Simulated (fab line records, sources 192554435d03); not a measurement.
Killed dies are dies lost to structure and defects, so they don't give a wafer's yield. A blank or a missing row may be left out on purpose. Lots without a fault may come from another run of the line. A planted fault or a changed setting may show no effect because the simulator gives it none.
Split-lot experiment | flow n5_finfet | 7 lots, 21 wafers read, on a route of 1938 steps

THE SPLIT
At N5_SD_EPI_N_ETCH_16 (etches SiO2 in CHF3/O2, target depth 5 nm), the setting target_depth_a was moved away from the recipe's 50 angstrom on 6 of the 21 wafers read, by -10.2% to +11.6%. The other wafers ran this setting at the recipe's value.

The reading is taken at the split's own step.

THE READING
etch.depth_nm (the simulator's own value, which no gauge read), in nm, at N5_SD_EPI_N_ETCH_16 (etches SiO2 in CHF3/O2, target depth 5 nm). The file gives no usual value for it. The 15 wafers here that ran the recipe average 4.955 nm, standard deviation 0.12 nm.

wafer  | tool, chamber at the split | target_depth_a as run, angstrom | against the recipe | etch.depth_nm, nm | against lot-mates on the recipe
L084.3 | rie_diel-04, 2             | 50                              | recipe             | 4.931             | -
L084.4 | rie_diel-04, 0             | 50                              | recipe             | 4.976             | -
L084.5 | rie_diel-04, 3             | 50                              | recipe             | 4.937             | -
L087.1 | rie_diel-01, 1             | 50                              | recipe             | 5.113             | -
L087.5 | rie_diel-01, 3             | 50                              | recipe             | 4.82              | -
L087.6 | rie_diel-01, 2             | 55.82                           | +11.6%             | 5.444             | +0.478
L088.1 | rie_diel-04, 3             | 50                              | recipe             | 5.02              | -
L088.4 | rie_diel-04, 1             | 50                              | recipe             | 5.087             | -
L088.5 | rie_diel-04, 3             | 50                              | recipe             | 4.989             | -
L090.1 | rie_diel-03, 0             | 44.9                            | -10.2%             | 4.421             | -0.347
L090.2 | rie_diel-03, 3             | 50                              | recipe             | 4.751             | -
L090.5 | rie_diel-03, 2             | 50                              | recipe             | 4.786             | -
L093.2 | rie_diel-03, 0             | 45.49                           | -9.0%              | 4.533             | -0.457
L093.4 | rie_diel-03, 1             | 45.49                           | -9.0%              | 4.565             | -0.425
L093.5 | rie_diel-03, 1             | 50                              | recipe             | 4.99              | -
L095.1 | rie_diel-04, 3             | 54.56                           | +9.1%              | 5.344             | +0.229
L095.2 | rie_diel-04, 0             | 54.56                           | +9.1%              | 5.617             | +0.502
L095.5 | rie_diel-04, 0             | 50                              | recipe             | 5.115             | -
L096.3 | rie_diel-01, 0             | 50                              | recipe             | 5.011             | -
L096.5 | rie_diel-01, 0             | 50                              | recipe             | 5.021             | -
L096.6 | rie_diel-01, 3             | 50                              | recipe             | 4.771             | -

THE FIT
A straight line over all 21 wafers: etch.depth_nm changes by +0.0493 nm for each +1% of target_depth_a; r = +0.92; the points scatter about the line by 0.12 nm.
The same after taking each lot's own level away (the mean of its wafers on the recipe; 21 wafers): +0.0417 nm for each +1%; r = +0.94; scatter 0.087 nm.
On that fit, the largest move of target_depth_a shifts the reading by 0.49 nm.
The lots' own levels span 4.7685 to 5.1150 nm, that is 3.0 times the standard deviation above.
So the lot-to-lot level changes the slope: the two fits differ.
Check: with one of the wafers moved furthest among these (+11.6%) left out of the fit, the line predicts +0.483 nm for it against its lot-mates. It came out at +0.478 nm against them.

OTHER SPLITS ON THESE WAFERS
These wafers also went through other splits before the reading. Each is held against what the fit with the lots' levels taken away leaves over:
other split on the same wafers            | wafers away from the commonest value | r with etch.depth_nm (lot level and that fit taken away)
N5_ZERO_LAYER_ETCH_18 icp_w               | 5                                    | -0.05
N5_WELL_APT_COAT_02 spin_rpm              | 10                                   | -0.27
N5_PMOS_HMC_CHANNEL_EPI_HM_DEP_34 time_s  | 9                                    | +0.14
N5_PMOS_HMC_CHANNEL_EPI_PEB_07 peb_temp_c | 9                                    | +0.02
N5_DUMMY_GATE_CVD_03 temp_c               | 12                                   | -0.15

THE FILE'S OWN FIT
etch.depth_nm changes by +0.0406 nm for each +1% of target_depth_a, r = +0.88.
